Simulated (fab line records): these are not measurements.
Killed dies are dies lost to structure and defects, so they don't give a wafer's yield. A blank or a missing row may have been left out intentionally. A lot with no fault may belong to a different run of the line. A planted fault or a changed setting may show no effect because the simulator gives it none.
A sampling plan put to the test | flow n5 finfet | one fab line, 28 faults that these records tell of, each judged on the records of the lots that it struck; 1 more is left out, because the records don't allow judging it
Plan = the line's own looks (route steps where a gauge or an inspection reads the wafer without altering it). Where struck wafers have a number at a look and the file lists that look's usual mean and standard deviation on fault-free wafers, the look can be judged. Caught: at a look after the fault's first step, the mean of the struck wafers lies 4 or more of those standard deviations (sigma) from the usual mean. On the tool: here the same test is run on the tool's own readings at the fault's steps. A different recipe on the struck wafers counts as caught too, as does a record blank only for those wafers.

THE FAULTS, as the simulator had put them in
1. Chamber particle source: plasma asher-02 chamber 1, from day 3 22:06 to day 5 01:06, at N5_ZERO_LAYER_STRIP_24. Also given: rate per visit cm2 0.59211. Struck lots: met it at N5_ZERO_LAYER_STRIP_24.
2. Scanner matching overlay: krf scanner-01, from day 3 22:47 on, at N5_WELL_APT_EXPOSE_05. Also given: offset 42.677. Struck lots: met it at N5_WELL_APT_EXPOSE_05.
3. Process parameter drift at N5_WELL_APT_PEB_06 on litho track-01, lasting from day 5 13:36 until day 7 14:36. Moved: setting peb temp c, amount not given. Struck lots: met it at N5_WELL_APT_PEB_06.
4. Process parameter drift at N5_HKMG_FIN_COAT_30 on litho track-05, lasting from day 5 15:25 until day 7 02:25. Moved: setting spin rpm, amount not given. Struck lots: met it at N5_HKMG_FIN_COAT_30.
5. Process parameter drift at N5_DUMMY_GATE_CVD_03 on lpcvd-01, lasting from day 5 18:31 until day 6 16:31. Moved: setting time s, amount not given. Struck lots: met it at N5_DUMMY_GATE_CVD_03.
6. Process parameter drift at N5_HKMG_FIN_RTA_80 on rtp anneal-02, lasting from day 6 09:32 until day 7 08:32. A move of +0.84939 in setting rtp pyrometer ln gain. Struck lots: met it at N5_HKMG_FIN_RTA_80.
7. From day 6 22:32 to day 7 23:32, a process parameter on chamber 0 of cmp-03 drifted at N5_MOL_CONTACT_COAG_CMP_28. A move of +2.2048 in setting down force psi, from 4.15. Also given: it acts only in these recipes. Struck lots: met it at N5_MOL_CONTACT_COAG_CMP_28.
8. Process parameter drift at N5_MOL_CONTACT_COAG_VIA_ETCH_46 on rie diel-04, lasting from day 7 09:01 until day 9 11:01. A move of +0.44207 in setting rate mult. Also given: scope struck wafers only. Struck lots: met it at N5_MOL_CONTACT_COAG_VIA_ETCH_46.
9. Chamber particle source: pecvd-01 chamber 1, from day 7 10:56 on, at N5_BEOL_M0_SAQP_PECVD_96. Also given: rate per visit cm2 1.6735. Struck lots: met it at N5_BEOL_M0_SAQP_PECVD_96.
10. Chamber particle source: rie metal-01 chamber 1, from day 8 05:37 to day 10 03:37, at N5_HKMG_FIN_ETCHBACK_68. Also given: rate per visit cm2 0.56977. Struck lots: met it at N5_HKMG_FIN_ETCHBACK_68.
11. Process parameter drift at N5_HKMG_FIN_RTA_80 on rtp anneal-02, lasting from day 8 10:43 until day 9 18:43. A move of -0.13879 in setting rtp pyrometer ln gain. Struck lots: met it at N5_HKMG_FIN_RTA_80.
12. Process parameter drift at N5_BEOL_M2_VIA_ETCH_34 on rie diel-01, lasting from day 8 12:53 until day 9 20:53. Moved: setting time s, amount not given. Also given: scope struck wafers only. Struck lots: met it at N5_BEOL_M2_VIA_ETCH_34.
13. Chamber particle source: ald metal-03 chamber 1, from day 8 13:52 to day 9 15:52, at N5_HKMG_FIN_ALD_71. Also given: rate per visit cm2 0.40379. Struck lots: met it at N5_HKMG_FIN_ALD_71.
14. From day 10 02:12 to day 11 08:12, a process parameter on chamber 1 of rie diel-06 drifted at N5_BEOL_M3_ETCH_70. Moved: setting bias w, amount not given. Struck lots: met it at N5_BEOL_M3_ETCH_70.
15. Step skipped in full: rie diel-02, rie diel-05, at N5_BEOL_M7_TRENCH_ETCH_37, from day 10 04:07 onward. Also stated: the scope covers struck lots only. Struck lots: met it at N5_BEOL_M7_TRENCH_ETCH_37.
16. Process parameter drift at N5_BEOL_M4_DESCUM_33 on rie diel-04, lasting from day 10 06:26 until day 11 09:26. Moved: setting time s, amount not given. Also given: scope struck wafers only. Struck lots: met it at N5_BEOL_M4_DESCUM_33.
17. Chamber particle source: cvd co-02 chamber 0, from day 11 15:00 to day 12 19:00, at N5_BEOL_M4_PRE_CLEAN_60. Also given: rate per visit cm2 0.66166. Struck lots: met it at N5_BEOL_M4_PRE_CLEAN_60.
18. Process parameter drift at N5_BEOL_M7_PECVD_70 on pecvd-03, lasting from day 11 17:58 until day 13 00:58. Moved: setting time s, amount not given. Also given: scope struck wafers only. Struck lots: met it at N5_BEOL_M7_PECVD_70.
19. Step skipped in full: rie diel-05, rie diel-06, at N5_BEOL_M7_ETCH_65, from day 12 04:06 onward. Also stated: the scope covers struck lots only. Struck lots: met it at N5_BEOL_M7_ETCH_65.
20. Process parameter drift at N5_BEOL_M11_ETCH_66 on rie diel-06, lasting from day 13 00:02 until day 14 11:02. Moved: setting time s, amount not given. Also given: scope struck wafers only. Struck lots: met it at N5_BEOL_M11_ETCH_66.
21. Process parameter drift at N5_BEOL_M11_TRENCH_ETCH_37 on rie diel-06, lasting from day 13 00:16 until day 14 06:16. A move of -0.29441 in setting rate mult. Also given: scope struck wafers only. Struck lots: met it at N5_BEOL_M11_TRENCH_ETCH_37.
22. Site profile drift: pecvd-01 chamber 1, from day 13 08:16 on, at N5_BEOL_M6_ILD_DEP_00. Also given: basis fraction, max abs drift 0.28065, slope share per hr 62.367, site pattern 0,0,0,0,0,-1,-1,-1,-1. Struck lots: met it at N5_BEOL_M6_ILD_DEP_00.
23. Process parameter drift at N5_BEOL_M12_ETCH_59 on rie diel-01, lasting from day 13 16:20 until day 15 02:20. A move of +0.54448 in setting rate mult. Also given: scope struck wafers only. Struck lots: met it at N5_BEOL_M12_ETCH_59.
24. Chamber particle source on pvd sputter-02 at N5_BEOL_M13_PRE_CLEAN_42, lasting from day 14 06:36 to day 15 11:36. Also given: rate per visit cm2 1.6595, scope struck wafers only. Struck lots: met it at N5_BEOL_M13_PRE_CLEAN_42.
25. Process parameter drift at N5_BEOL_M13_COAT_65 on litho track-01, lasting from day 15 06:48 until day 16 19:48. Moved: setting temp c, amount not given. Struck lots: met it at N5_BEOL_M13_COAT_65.
26. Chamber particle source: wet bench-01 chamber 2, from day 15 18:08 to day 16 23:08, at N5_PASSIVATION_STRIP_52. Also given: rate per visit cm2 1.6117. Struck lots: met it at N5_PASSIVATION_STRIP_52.
27. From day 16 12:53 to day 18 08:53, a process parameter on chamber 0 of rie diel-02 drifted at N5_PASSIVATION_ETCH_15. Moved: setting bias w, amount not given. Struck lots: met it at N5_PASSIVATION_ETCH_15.
28. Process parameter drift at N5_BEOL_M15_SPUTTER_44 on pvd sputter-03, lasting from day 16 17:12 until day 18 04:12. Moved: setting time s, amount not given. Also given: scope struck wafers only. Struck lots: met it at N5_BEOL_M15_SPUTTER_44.

WHAT THE PLAN SAW
fault | on the tool itself                               | first look that catches it                      | reading, sigma                                   | median hours from its first step to that look | hours from the fault's start to the first struck lot there | judged looks passed uncaught
1     | under 2 sigma                                    | N5_ZERO_LAYER_INSPECT_20                        | raw defect count +19                             | 0.4                                           | 3                                                          | 0
2     | no reading that can be judged                    | N5_WELL_APT_OVL_MEAS_09                         | NWELL_OVL +8.8                                   | 0.2                                           | 15                                                         | 0
3     | plate temp C -17 sigma                           | N5_WELL_APT_CD_MEAS_08                          | cd nm -6.9                                       | 0.1                                           | 12                                                         | 0
4     | spin speed rpm -99 or beyond sigma               | none of the 3 looks that can be judged after it | -                                                | -                                             | -                                                          | 3
5     | under 2 sigma                                    | not the one look that can be judged after it    | -                                                | -                                             | -                                                          | 1
6     | no reading that can be judged                    | N5_BEOL_M4_RC_MEAS_101                          | IOFF_P_LONG +84                                  | 93.1                                          | 99                                                         | 1
7     | head pressure psi +99 or beyond sigma            | not the one look that can be judged after it    | -                                                | -                                             | -                                                          | 1
8     | under 2 sigma                                    | not the one look that can be judged after it    | -                                                | -                                             | -                                                          | 1
9     | under 2 sigma                                    | N5_BEOL_M0_SAQP_INSPECT_16                      | raw defect count +6.9                            | 0.7                                           | 10                                                         | 1
10    | under 2 sigma                                    | no look after it can be judged                  | -                                                | -                                             | -                                                          | 0
11    | no reading that can be judged                    | N5_BEOL_M4_RC_MEAS_101                          | VT_P_LONG -4.3                                   | 104.7                                         | 108                                                        | 0
12    | run length s +6.3 sigma                          | not the one look that can be judged after it    | -                                                | -                                             | -                                                          | 1
13    | under 2 sigma                                    | not the one look that can be judged after it    | -                                                | -                                             | -                                                          | 1
14    | bias w -87 sigma                                 | not the one look that can be judged after it    | -                                                | -                                             | -                                                          | 1
15    | the tool's record is blank for the struck wafers | N5_BEOL_M7_OCD_MEAS_38                          | trench depth nm -58                              | 0.2                                           | 4                                                          | 0
16    | under 2 sigma                                    | not the one look that can be judged after it    | -                                                | -                                             | -                                                          | 1
17    | under 2 sigma                                    | N5_BEOL_M4_INSPECT_59                           | raw defect count +18                             | 0.3                                           | 13                                                         | 0
18    | under 2 sigma                                    | no look after it can be judged                  | -                                                | -                                             | -                                                          | 0
19    | the tool's record is blank for the struck wafers | no look after it can be judged                  | -                                                | -                                             | -                                                          | 0
20    | run length s -99 or beyond sigma                 | no look after it can be judged                  | -                                                | -                                             | -                                                          | 0
21    | under 2 sigma                                    | N5_BEOL_M11_OCD_MEAS_38                         | trench depth nm -15                              | 0.2                                           | 4                                                          | 0
22    | under 2 sigma                                    | N5_BEOL_M6_THK_MEAS_01                          | M6_ILD_THK -7.3                                  | 0.7                                           | 1                                                          | 0
23    | under 2 sigma                                    | not the one look that can be judged after it    | strongest: cd nm at N5_BEOL_M12_CD_MEAS_17, +3.5 | -                                             | -                                                          | 1
24    | under 2 sigma                                    | no look after it can be judged                  | -                                                | -                                             | -                                                          | 0
25    | plate temp C -99 or beyond sigma                 | no look after it can be judged                  | -                                                | -                                             | -                                                          | 0
26    | no reading that can be judged                    | no look after it can be judged                  | -                                                | -                                             | -                                                          | 0
27    | bias w +26 sigma                                 | no look after it can be judged                  | -                                                | -                                             | -                                                          | 0
28    | under 2 sigma                                    | not the one look that can be judged after it    | -                                                | -                                             | -                                                          | 1
A dash: the fault is not caught, or the number is missing from these records.

Caught at a look: 10 of 28. Caught on the tool: 10 of 28. By one or the other: 18 of 28.
Caught on the tool alone: faults 4, 7, 12, 14, 19, 20, 25, 27.
Caught at a look alone: faults 1, 2, 6, 9, 11, 17, 21, 22.
Caught by neither: faults 5, 8, 10, 13, 16, 18, 23, 24, 26, 28.

THINNER SAMPLING
In the worst case, this is how late the first struck lot would be measured if the look that catches a fault measured only every second or every third lot, by lot number:
fault | struck lots at that look, in order of time | every lot | every second lot | every third lot
1     | L573, L575                                 | 3 h       | may miss all 2   | may miss all 2
2     | L259, L260                                 | 15 h      | 21 h             | may miss all 2
3     | L539, L540                                 | 12 h      | 19 h             | may miss all 2
6     | L316, L320                                 | 99 h      | may miss all 2   | may miss all 2
9     | L921                                       | 10 h      | may miss it      | may miss it
11    | L901, L904, L903                           | 108 h     | 126 h            | may miss all 3
15    | L945, L946                                 | 4 h       | 7 h              | may miss all 2
17    | L185, L187                                 | 13 h      | may miss all 2   | may miss all 2
21    | L107, L108, L110                           | 4 h       | 13 h             | may miss all 3
22    | L426, L427                                 | 1 h       | 6 h              | may miss all 2
Hours: fault start to first struck lot measured. 4 sigma limit: tested on the pooled struck wafers, so a lone lot may be under it. Other struck lots may not be in these records.

THE LONGEST TIMED WAY FROM STEP TO LOOK
Fault 11: median gap of 104.7 hours between N5_HKMG_FIN_RTA_80 and N5_BEOL_M4_RC_MEAS_101. No look between them can be judged.
